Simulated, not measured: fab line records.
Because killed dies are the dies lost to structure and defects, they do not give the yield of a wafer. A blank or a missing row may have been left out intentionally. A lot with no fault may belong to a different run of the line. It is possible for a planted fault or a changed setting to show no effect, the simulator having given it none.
A lot that was struck, set against a sound lot :: flow n5_finfet :: 15 steps out of a route of 1938
Sound: these wafers, L586.1, L586.2, L586.5. The struck wafers were L574.2, L574.3, L574.6. Last of all comes the cause.
At each step with rows: each side's tool, then ch and its chambers, then its first start. Under that, the readings that differ: sound wafers :: struck wafers :: difference of the means :: sigmas: that difference in standard deviations of wafers without a fault.
alike: readings with means less than 2 such deviations apart, plus words and numbers identical on both sides. not compared: withheld readings, readings lacking a value on some wafer, bounds such as >300 that could conceal the same value, and numbers that have no deviation in the record and whose values overlap.
The two part at a step that has a row with sigmas, a row that says differs or no value, or rows on one side only. When numbers do not overlap yet have no deviation, they are printed without sigmas and do not part them. Lack of a reading on every wafer of one side parts them only where that side has two or more wafers.

N5_BEOL_M9_CD_MEAS_35: target cd 70 nm, target cd y 40 nm.
  struck on cd_sem-03, day 12 15:16; sound on cd_sem-02, day 14 10:49
  alike: cd_nm
then, 3 steps without rows for these wafers: N5_BEOL_M9_CURE_72 (cures SiCOH lowk, time 120 s); N5_BEOL_M9_DEGAS_44 (time 60 s); N5_BEOL_M9_PRE_CLEAN_45 (time 30 s).
N5_BEOL_M9_ALD_74: deposits TaN, target thk 2 nm, pulse time 2 s, purge time 3 s.
  sound on ald_metal-02 ch 0,1, day 14 11:35; struck on ald_metal-03 ch 1,3, day 12 16:07
  alike: chamber_pressure_Torr, heater_power_w, precursor_vessel_temp_c
then, 2 steps without rows for these wafers: N5_BEOL_M9_SURFACE_TREAT_79; N5_BEOL_M9_CVD_78 (deposits Co from CCTBA/H2, target thk 2 nm, time 138.9 s).
N5_BEOL_M9_SPUTTER_48: material Cu, target thk 12 nm, time 2 s.
  struck on pvd_sputter-03, day 12 18:27; sound on pvd_sputter-01, day 14 13:16
  alike: bias_v, throttle_valve_pct
then, 1 step without rows for these wafers: N5_BEOL_M9_ECD_50 (material Cu, target thk 318 nm).
N5_BEOL_M9_ANNEAL_51: time 90 s.
  sound on rtp_anneal-01 ch 0, day 14 13:30; struck on rtp_anneal-02 ch 0, day 12 18:53
  alike: wafer_temp_C_max
N5_BEOL_M9_CMP_52: polishes, stops on SiCOH lowk, t overpolish 7 s, target thk 140 nm.
  sound on cmp-01 ch 0,3, day 14 13:50; struck on cmp-01 ch 0,1,3, day 12 19:08
  alike: barrier_field_endpoint_s, motor_current_A, overpolish_run_s, time_to_endpoint_s
N5_BEOL_M9_THK_MEAS_53: measures by xrf.
  struck on film_metro-01, day 12 19:26; sound on film_metro-02, day 14 14:07
  alike: M9_THK
N5_BEOL_M9_PRE_CLEAN_55: time 15 s.
  sound on pecvd-03 ch 0,1,2, day 14 14:10; struck on pecvd-04 ch 1,2, day 12 19:28
reading: rf_fwd_power_W (W)
sound: 296.0 293.8 297.1
struck: 201.1 201.9 203.5
difference: -93.5
sigmas: -55
N5_BEOL_M9_DEP_56: deposits SiCN from 3MS/NH3, target thk 15 nm, time 26.5 s.
  sound on pecvd-03 ch 0,1,2, day 14 14:11; struck on pecvd-04 ch 1,2, day 12 19:31
reading: chamber_pressure_Torr (Torr)
sound: 2.996 2.994 2.998
struck: 3.003 3.017 3.014
difference: +0.015
sigmas: +2
  alike: showerhead_plenum_p_Torr, throttle_valve_pct
-- here the record skips 3 days between the struck wafers' starts before and after, leaving off in module BEOL_M9 and picking up in module PASSIVATION (first step shown: number 1936 of the route) --
N5_PASSIVATION_PROBE_49:
  struck on prober-01, day 15 09:14; sound on prober-02, day 16 20:11
  alike: defect_limited_yield, killed_at_M0_to_M3, killed_at_M4_up, killed_at_contacts, killed_at_front_end, killed_at_other, killed_dies, killed_open, killed_short, sort_bin_5_function, sort_bin_6_memory, sort_n_pass, sort_yield_pct

WHERE THEY PART
First at N5_BEOL_M9_PRE_CLEAN_55; last, within this record, at N5_BEOL_M9_DEP_56. Later steps at which nothing parts them and some readings are alike: N5_PASSIVATION_PROBE_49.

WHY: whatever the simulator had introduced
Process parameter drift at N5_BEOL_M9_PRE_CLEAN_55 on pecvd-04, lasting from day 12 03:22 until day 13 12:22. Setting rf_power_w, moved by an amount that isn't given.
